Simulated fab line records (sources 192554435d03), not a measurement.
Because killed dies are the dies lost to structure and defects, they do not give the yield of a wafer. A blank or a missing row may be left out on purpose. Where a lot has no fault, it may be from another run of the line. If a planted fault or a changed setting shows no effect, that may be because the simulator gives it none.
A single fault, viewed from 3 desks ; flow n5-finfet ; every desk sees just its own numbers, and what lay behind them comes last

== METROLOGY DESK ==
Lot by lot, what the gauges showed, no matter which tool ran the lot: averages of those sampled wafers that carry a number. Any lot whose mean is over 4 standard deviations away from the usual mean is out of limits and marked OUT; that distance is given in the brackets. Only the readings that lie furthest out on some lot appear, 7 of the 14 it has.
Columns: A = DIBL_N at N5_BEOL_M4_RC_MEAS_101, usual 36.3 mV/V; B = DIBL_P at N5_BEOL_M4_RC_MEAS_101, usual 36.0 mV/V; C = IOFF_P at N5_BEOL_M4_RC_MEAS_101, usual 0.22 nA/um; D = ION_P at N5_BEOL_M4_RC_MEAS_101, usual 462 uA/um; E = SS_P at N5_BEOL_M4_RC_MEAS_101, usual 73.3 mV/dec; F = VT_N at N5_BEOL_M4_RC_MEAS_101, usual 250 mV; G = VT_P at N5_BEOL_M4_RC_MEAS_101, usual -249 mV
lot;first seen here;A;B;C;D;E;F;G
L556;day 5 12:55;36.9;37.0;0.25;463;73.2;249;-247
L557;day 5 20:52;36.0;36.4;0.23;465;73.2;250;-250
L563;day 7 06:25;39.0;38.1;0.26;463;73.6;247;-247
L572;day 9 12:29;33.0;32.3;0.14;448;72.1;255;-255
L573;day 9 19:55;36.9;35.5;0.22;468;73.5;250;-250
Result from this desk: across the 5 lots, nothing is out of limits.

== FOR THE TOOL OWNER'S DESK: pecvd-02 ==
The tool's own readings at N5_BEOL_M0_SAQP_HM_DEP_111 (deposits SiO2 from SiH4/N2O, target thk 12 nm, time 7.2 s): means of the sampled wafers that have a number, for each lot that ran on this tool. Any lot whose mean is over 4 standard deviations away from the usual mean is out of limits and marked OUT; that distance is given in the brackets.
Columns: A = heater-power-w at N5_BEOL_M0_SAQP_HM_DEP_111, usual 806 W; B = showerhead-plenum-p-Torr at N5_BEOL_M0_SAQP_HM_DEP_111, usual 8.17 Torr
lot;first seen here;A;B
L557;day 6 01:10;764;8.15
L563;day 7 10:47;839;8.14
L572;day 9 17:49;847;8.05
L573;day 10 00:38;900;8.15
Result from this desk: across the 4 lots, nothing is out of limits.

== THE DEFECT DESK ==
For each lot, the counts of the inspections along the route, averaged over the sampled wafers that have a number. Any lot whose mean is over 4 standard deviations away from the usual mean is out of limits and marked OUT; that distance is given in the brackets.
Columns: A = raw-defect-count at N5_MOL_CONTACT_COAG_INSPECT_97, usual 45; B = raw-defect-count at N5_BEOL_M0_SAQP_INSPECT_16, usual 497
lot;first seen here;A;B
L556;day 5 16:02;26;514
L557;day 5 23:56;31;518
L563;day 7 09:55;35;521
L572;day 9 15:32;31;492
L573;day 9 23:01;81;503
Result from this desk: across the 5 lots, nothing is out of limits.

== TAKEN TOGETHER ==
At the metrology desk, nothing out of limits was observed.
The tool owner's desk saw nothing out of limits.
No out-of-limits result turned up at the defect desk.

== WHAT THE SIMULATOR PUT IN ==
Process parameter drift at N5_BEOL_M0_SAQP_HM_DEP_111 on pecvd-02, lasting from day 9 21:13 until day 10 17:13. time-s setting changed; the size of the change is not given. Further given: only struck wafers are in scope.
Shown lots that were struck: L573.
